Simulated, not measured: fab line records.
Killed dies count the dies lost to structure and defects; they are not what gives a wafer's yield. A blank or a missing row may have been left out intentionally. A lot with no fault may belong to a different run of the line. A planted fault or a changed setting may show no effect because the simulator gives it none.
Chamber matching || flow n5-finfet || 4 sister chambers for N5_BEOL_M12_DESCUM_33 on rie-diel-03
The step chemistry O2, time 7.9 s. 18 wafers are shown with their chamber, then 9 later ones without.

## WAFERS WITH THEIR CHAMBER
{"wafer": "L079.1", "chamber": 3, "throttle-valve-pct (%)": 20.64, "drypump-motor-current-A (A)": 6.0, "showerhead-plenum-p-Torr (Torr)": 2.03}
{"wafer": "L079.3", "chamber": 1, "throttle-valve-pct (%)": 20.53, "drypump-motor-current-A (A)": 5.4, "showerhead-plenum-p-Torr (Torr)": 2.16}
{"wafer": "L079.4", "chamber": 0, "throttle-valve-pct (%)": 20.14, "drypump-motor-current-A (A)": 5.2, "showerhead-plenum-p-Torr (Torr)": 2.11}
{"wafer": "L078.2", "chamber": 0, "throttle-valve-pct (%)": 20.13, "drypump-motor-current-A (A)": 5.2, "showerhead-plenum-p-Torr (Torr)": 2.11}
{"wafer": "L078.4", "chamber": 3, "throttle-valve-pct (%)": 20.64, "drypump-motor-current-A (A)": 6.0, "showerhead-plenum-p-Torr (Torr)": 2.03}
{"wafer": "L078.5", "chamber": 3, "throttle-valve-pct (%)": 20.64, "drypump-motor-current-A (A)": 6.0, "showerhead-plenum-p-Torr (Torr)": 2.03}
{"wafer": "L080.2", "chamber": 2, "throttle-valve-pct (%)": 20.81, "drypump-motor-current-A (A)": 5.0, "showerhead-plenum-p-Torr (Torr)": 2.12}
{"wafer": "L080.4", "chamber": 1, "throttle-valve-pct (%)": 20.54, "drypump-motor-current-A (A)": 5.5, "showerhead-plenum-p-Torr (Torr)": 2.15}
{"wafer": "L080.5", "chamber": 2, "throttle-valve-pct (%)": 20.80, "drypump-motor-current-A (A)": 5.0, "showerhead-plenum-p-Torr (Torr)": 2.12}
{"wafer": "L083.1", "chamber": 2, "throttle-valve-pct (%)": 20.82, "drypump-motor-current-A (A)": 5.0, "showerhead-plenum-p-Torr (Torr)": 2.12}
{"wafer": "L083.5", "chamber": 2, "throttle-valve-pct (%)": 20.81, "drypump-motor-current-A (A)": 5.0, "showerhead-plenum-p-Torr (Torr)": 2.12}
{"wafer": "L083.6", "chamber": 3, "throttle-valve-pct (%)": 20.64, "drypump-motor-current-A (A)": 5.9, "showerhead-plenum-p-Torr (Torr)": 2.03}
{"wafer": "L088.1", "chamber": 2, "throttle-valve-pct (%)": 20.83, "drypump-motor-current-A (A)": 5.0, "showerhead-plenum-p-Torr (Torr)": 2.11}
{"wafer": "L088.4", "chamber": 1, "throttle-valve-pct (%)": 20.55, "drypump-motor-current-A (A)": 5.5, "showerhead-plenum-p-Torr (Torr)": 2.15}
{"wafer": "L088.5", "chamber": 0, "throttle-valve-pct (%)": 20.17, "drypump-motor-current-A (A)": 5.2, "showerhead-plenum-p-Torr (Torr)": 2.10}
{"wafer": "L093.3", "chamber": 0, "throttle-valve-pct (%)": 20.20, "drypump-motor-current-A (A)": 5.2, "showerhead-plenum-p-Torr (Torr)": 2.10}
{"wafer": "L093.4", "chamber": 2, "throttle-valve-pct (%)": 20.84, "drypump-motor-current-A (A)": 5.0, "showerhead-plenum-p-Torr (Torr)": 2.11}
{"wafer": "L093.6", "chamber": 0, "throttle-valve-pct (%)": 20.18, "drypump-motor-current-A (A)": 5.2, "showerhead-plenum-p-Torr (Torr)": 2.10}

SIGNATURES (averages over the wafers above)
{"reading": "throttle-valve-pct", "chamber 0": 20.1640, "chamber 1": 20.5400, "chamber 2": 20.8183, "chamber 3": 20.6400, "scatter within a chamber": 0.0181}
{"reading": "drypump-motor-current-A", "chamber 0": 5.200, "chamber 1": 5.467, "chamber 2": 5.000, "chamber 3": 5.975, "scatter within a chamber": 0.0318}
{"reading": "showerhead-plenum-p-Torr", "chamber 0": 2.1040, "chamber 1": 2.1533, "chamber 2": 2.1167, "chamber 3": 2.0300, "scatter within a chamber": 0.00478}
Rule: for a wafer and a chamber, the distance is found by dividing, reading by reading, the gap between the wafer's reading and the chamber's mean by the reading's scatter, squaring, summing and taking the root. The wafer belongs to the nearest chamber; if the next one is less than 2 further off, it can't be placed. The scatter is the square root of a quotient: the sum, over the shown wafers, of each reading's squared deviation from its chamber's mean, divided by wafers minus chambers.

## WAFERS WITH NO CHAMBER GIVEN
{"wafer": "L094.1", "throttle-valve-pct (%)": 20.19, "drypump-motor-current-A (A)": 5.2, "showerhead-plenum-p-Torr (Torr)": 2.09}
{"wafer": "L094.5", "throttle-valve-pct (%)": 20.19, "drypump-motor-current-A (A)": 5.2, "showerhead-plenum-p-Torr (Torr)": 2.09}
{"wafer": "L094.6", "throttle-valve-pct (%)": 20.85, "drypump-motor-current-A (A)": 5.0, "showerhead-plenum-p-Torr (Torr)": 2.11}
{"wafer": "L095.2", "throttle-valve-pct (%)": 20.13, "drypump-motor-current-A (A)": 5.4, "showerhead-plenum-p-Torr (Torr)": 2.14}
{"wafer": "L095.4", "throttle-valve-pct (%)": 20.19, "drypump-motor-current-A (A)": 5.2, "showerhead-plenum-p-Torr (Torr)": 2.09}
{"wafer": "L095.6", "throttle-valve-pct (%)": 20.87, "drypump-motor-current-A (A)": 5.0, "showerhead-plenum-p-Torr (Torr)": 2.11}
{"wafer": "L097.1", "throttle-valve-pct (%)": 20.85, "drypump-motor-current-A (A)": 5.0, "showerhead-plenum-p-Torr (Torr)": 2.11}
{"wafer": "L097.2", "throttle-valve-pct (%)": 20.22, "drypump-motor-current-A (A)": 5.2, "showerhead-plenum-p-Torr (Torr)": 2.09}
{"wafer": "L097.3", "throttle-valve-pct (%)": 20.71, "drypump-motor-current-A (A)": 5.9, "showerhead-plenum-p-Torr (Torr)": 2.01}

## WHICH CHAMBER EACH ONE RAN IN
{"wafer": "L094.1", "from the rows above": 0, "in truth": 0}
{"wafer": "L094.5", "from the rows above": 0, "in truth": 0}
{"wafer": "L094.6", "from the rows above": 2, "in truth": 2}
{"wafer": "L095.2", "from the rows above": 0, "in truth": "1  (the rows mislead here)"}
{"wafer": "L095.4", "from the rows above": 0, "in truth": 0}
{"wafer": "L095.6", "from the rows above": 2, "in truth": 2}
{"wafer": "L097.1", "from the rows above": 2, "in truth": 2}
{"wafer": "L097.2", "from the rows above": 0, "in truth": 0}
{"wafer": "L097.3", "from the rows above": 3, "in truth": 3}
8 of 9 placed correctly. From these rows, 0 cannot be placed. Placed wrongly: 1.
